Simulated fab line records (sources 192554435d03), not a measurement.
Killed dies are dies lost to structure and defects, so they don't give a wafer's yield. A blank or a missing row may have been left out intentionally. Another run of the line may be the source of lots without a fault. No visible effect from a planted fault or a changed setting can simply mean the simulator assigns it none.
Problem report in the 8D (eight disciplines) form, filled by code ; flow n5 finfet ; the parts of the form that need people (team, actions taken, sign-off) are left out
Where a reading is given only as a bound, like >300, the bound stands for it, and a mean or a difference that rests on one is marked > or <: the true number lies beyond.

## 1. PROBLEM STATEMENT
raw defect count at N5_HKMG_FIN_INSPECT_14 reads a mean of >300 on 6 wafers of 2 lots; wafers without a fault read 2.0 with a standard deviation of 1.3. That is +99 or more standard deviations from the usual mean.
The step: inspects for defects (macro).
The first sign was on wafer L149.1 at day 5 13:34, on defect inspect-02. At this step, 30 wafers from 10 lots have a number in the record. By rule, "out" or "out of limits" means more than 4 standard deviations away from the usual mean. The other wafers with a number count as sound.

## 2. WHAT IT IS AND WHAT IT IS NOT
question;is;is not
which readings at this step;raw defect count;-
which lots;L149, L150;L143, L146, L147, L158, L159, L161, L165, L166
which wafers of those lots;all that have a number;-
read on which gauges;defect inspect-01, defect inspect-02;-
when;from day 5 13:34;"up to then (9 sound wafers); but 15 sound wafers of L158, L159, L161, L165, L166 came after"

## 3. THE SUSPECTS, EACH WITH WHAT RULES IT OUT
Counting: a tool stays on the suspect list if, at a process step up to the reading, it processed all lots that are out and no sound lot following the first of them.
- ruled out: the gauge at N5_HKMG_FIN_INSPECT_14. Those wafers that are out were read across 2 gauges (defect inspect-01, defect inspect-02).
- rie diel-05 at N5_HKMG_FIN_STRIP_93 (strips SOC in N2/H2, time 20 s): kept. It ran every lot that is out, first L149 (day 5 11:04), and no sound lot after that; its last sound lot up to then is L147 (day 5 01:22).
- ald metal-02 at N5_HKMG_FIN_ALD_79 (deposits TiN, target thk 1.5 nm, pulse time 1 s, purge time 3 s): ruled out as a lasting fault. The sound lots L159, L165 went through it after L149, its earliest lot that is out (day 5 11:44).
After counting, what remains is rie diel-05 at N5_HKMG_FIN_STRIP_93.

## 4. THE CAUSE (what the simulator had put in)
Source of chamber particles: rie diel-05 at N5_HKMG_FIN_STRIP_93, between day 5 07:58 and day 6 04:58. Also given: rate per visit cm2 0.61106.
This tool alone remained once counting was done.

## 5. THE EFFECT CHAIN, in route order
Rows list readings where the struck wafers' mean (over those with a number) sits beyond 3 standard deviations from the usual. Scope: only readings with a usual standard deviation given in the record; hours: median across lots of the time from each lot's start at the first step in this table that gives one to its start at this step; sigmas: change in usual standard deviations.
hours;step;reading;usual;on struck wafers;change;sigmas
0;N5_HKMG_FIN_INSPECT_14;raw defect count;2.0;>300;>+298;+99 or more
189;N5_PASSIVATION_PROBE_49;killed at front end;40;144;+104;+9.5
189;N5_PASSIVATION_PROBE_49;killed dies;105;212;+107;+5.9
It contains these process steps:
- N5_PASSIVATION_PROBE_49

## 6. HOW IT WOULD HAVE BEEN CAUGHT EARLIER
Counted from the fault's start at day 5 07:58, it took 6 hours until the first out-of-limits reading at a measuring or inspecting step in this record, taken at day 5 13:34.
No tool reading at N5_HKMG_FIN_STRIP_93 that has a usual standard deviation in the record was out on any struck wafer, so an alarm limit of 4 standard deviations on those readings would not have fired.
Lots out: 2; of these, L150 started N5_HKMG_FIN_STRIP_93 on rie diel-05 after day 5 13:34. Had the tool been put on hold then, it would have been spared.
